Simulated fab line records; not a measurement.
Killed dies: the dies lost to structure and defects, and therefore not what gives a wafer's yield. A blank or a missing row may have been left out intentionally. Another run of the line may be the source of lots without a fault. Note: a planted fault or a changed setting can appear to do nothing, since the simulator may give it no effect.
8D (eight disciplines) problem report, filled in by code || flow n5-finfet || the parts of the form that need people (team, actions taken, sign-off) are left out

== 1. PROBLEM STATEMENT ==
M1_OVL at N5_BEOL_M1_OVL_MEAS_12 reads a mean of 7.6 nm on 6 wafers of 2 lots; wafers without a fault read 0.0 nm with a standard deviation of 0.6. That puts it +13 standard deviations away from the usual mean.
Earliest sighting: wafer L536.1 on overlay-01 at day 10 02:47. Wafers with a number at this step in the record: 27, from 9 lots. The rule behind "out" and "out of limits": a value lying over 4 standard deviations away from the usual mean. The other wafers with a number count as sound.

== 2. WHAT IT IS, AND WHAT IT ISN'T ==
{"question": "which readings at this step", "is": "M1_OVL", "is not": "-"}
{"question": "which lots", "is": "L536, L539", "is not": "L522, L523, L526, L528, L532, L533, L542"}
{"question": "which wafers of those lots", "is": "all that have a number", "is not": "-"}
{"question": "read on which gauges", "is": "overlay-01, overlay-02", "is not": "-"}
{"question": "when", "is": "from day 10 02:47", "is not": "up to then (18 sound wafers); but 3 sound wafers of L542 came after"}

== 3. WHAT RULES OUT EACH SUSPECT ==
Counting: a tool at a process step up to the reading stays a suspect if it ran every lot that is out and no sound lot after the first of them.
- the gauge at N5_BEOL_M1_OVL_MEAS_12: ruled out. The wafers that are out were read on 2 gauges (overlay-01, overlay-02).
- rtp-anneal-01 at N5_BEOL_M0_ANNEAL_119 (time 90 s): ruled out as a lasting fault. Sound lots L542 ran on it after its first lot that is out, L536 (day 10 00:26).
- euv-scanner-02 at N5_BEOL_M1_EXPOSE_08 (exposes mask M1): kept. All lots that are out passed through it, beginning with L536 at day 10 02:38, and no sound lot followed; its final sound lot before that point was L528 at day 8 08:49.
The count leaves euv-scanner-02 at N5_BEOL_M1_EXPOSE_08.

== 4. THE CAUSE (what the simulator had put in) ==
Scanner matching overlay: euv-scanner-02, from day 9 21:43 on, at N5_BEOL_M1_EXPOSE_08. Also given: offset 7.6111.
This tool alone remained once counting was done.

== 5. THE CHAIN OF EFFECTS, in route order ==
Each row: a reading where the mean over the struck wafers with a number is more than 3 standard deviations away from the usual. Scope: only readings with a usual standard deviation given in the record; hours: median across lots of the time from each lot's start at the first step in this table that gives one to its start at this step; sigmas: change in usual standard deviations.
{"hours": 0, "step": "N5_BEOL_M1_OVL_MEAS_12", "reading": "M1_OVL", "usual": "0.0 nm", "on struck wafers": 7.6, "change": "+7.6", "sigmas": "+13"}
{"hours": 151, "step": "N5_PASSIVATION_PROBE_49", "reading": "defect-limited-yield", "usual": "91.2 %", "on struck wafers": 53.5, "change": -37.7, "sigmas": -25}
{"hours": 151, "step": "N5_PASSIVATION_PROBE_49", "reading": "killed_at_M0_to_M3", "usual": 35, "on struck wafers": 467, "change": "+432", "sigmas": "+39"}
{"hours": 151, "step": "N5_PASSIVATION_PROBE_49", "reading": "killed-dies", "usual": 104, "on struck wafers": 548, "change": "+444", "sigmas": "+25"}
{"hours": 151, "step": "N5_PASSIVATION_PROBE_49", "reading": "killed-on-rim", "usual": 14, "on struck wafers": 70, "change": "+56", "sigmas": "+15"}
{"hours": 151, "step": "N5_PASSIVATION_PROBE_49", "reading": "sort_bin_5_function", "usual": "5.2 %", "on struck wafers": 24.4, "change": "+19.2", "sigmas": "+20"}
{"hours": 151, "step": "N5_PASSIVATION_PROBE_49", "reading": "sort-n-pass", "usual": 1076, "on struck wafers": 632, "change": -444, "sigmas": -25}
{"hours": 151, "step": "N5_PASSIVATION_PROBE_49", "reading": "sort-yield-pct", "usual": "91.2 %", "on struck wafers": 53.5, "change": -37.7, "sigmas": -25}
Process steps it contains:
- N5_PASSIVATION_PROBE_49
Later steps that measure or inspect, where all struck wafers having a row at the step show a number for every such reading and not one has moved that far: N5_BEOL_M4_RC_MEAS_101.

== 6. HOW IT WOULD HAVE BEEN CAUGHT EARLIER ==
Counted from the fault's start at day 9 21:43, it took 5 hours until the first out-of-limits reading at a measuring or inspecting step in this record, taken at day 10 02:47.
Of the tool readings at N5_BEOL_M1_EXPOSE_08 for which the record gives a usual standard deviation, none was out on any struck wafer, so an alarm limit of 4 standard deviations on them would not have fired.
Of the lots that are out (2), L539 began N5_BEOL_M1_EXPOSE_08 on euv-scanner-02 after day 10 02:47. Putting the tool on hold at that point would have spared it.
